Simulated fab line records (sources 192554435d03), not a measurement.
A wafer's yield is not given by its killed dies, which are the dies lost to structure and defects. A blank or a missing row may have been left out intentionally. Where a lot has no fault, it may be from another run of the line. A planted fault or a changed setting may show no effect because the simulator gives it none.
Chamber matching -- flow n5Finfet -- pecvd-02 running N5_BEOL_M4_PECVD_72: 3 sister chambers
The step deposits SiO2 from TEOS/O2, target thk 16 nm, time 18 s. 14 wafers are shown with their chamber, then 7 later ones without.

## WAFERS WITH THEIR CHAMBER
wafer,chamber,throttleValvePct (%),showerheadPlenumPTorr (Torr),heaterPowerW (W)
L075.1,0,22.7,8.76,713
L075.2,1,23.7,8.74,763
L075.3,2,20.6,8.66,591
L077.1,1,23.9,8.73,895
L077.3,2,20.7,8.67,551
L077.6,2,20.6,8.69,559
L079.3,0,22.6,8.76,760
L079.4,1,23.6,8.75,841
L079.5,0,22.6,8.75,767
L090.2,0,23.0,8.74,691
L090.3,2,21.1,8.70,624
L090.5,2,20.7,8.69,640
L093.3,0,23.0,8.77,730
L093.5,2,21.3,8.69,634

SIGNATURES, as means of the wafers listed above
reading,chamber 0,chamber 1,chamber 2,scatter within a chamber
throttleValvePct,22.780,23.733,20.833,0.243
showerheadPlenumPTorr,8.7560,8.7400,8.6833,0.013
heaterPowerW,732.20,833.00,599.83,43
Rule: for each reading, subtract the chamber's mean from the wafer's reading, divide by that reading's scatter and square the result; add these up over the readings and take the root, which gives the wafer's distance from the chamber. If the next closest chamber is less than 2 further off than the closest, the wafer can't be placed; otherwise it belongs to the closest. How the scatter is found: for the shown wafers, subtract from each reading the mean of its chamber, square and add these, divide the total by (wafers less chambers), then take the root.

## WAFERS WHOSE CHAMBER IS MISSING
wafer,throttleValvePct (%),showerheadPlenumPTorr (Torr),heaterPowerW (W)
L093.6,23.2,8.78,733
L094.2,23.1,8.77,777
L094.4,20.8,8.72,524
L094.6,23.7,8.75,862
L096.1,20.9,8.68,542
L096.5,20.9,8.70,557
L096.6,23.9,8.74,777

## CHAMBER TAKEN BY EACH
wafer,from the rows above,in truth
L093.6,can't be placed: 0 or 1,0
L094.2,can't be placed: 0 or 1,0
L094.4,2,2
L094.6,1,1
L096.1,2,2
L096.5,2,2
L096.6,1,1
Placed correctly: 5 of 7. Can't be placed from these rows: 2 (the true chamber is among the candidates in 2). Wrongly placed: 0.
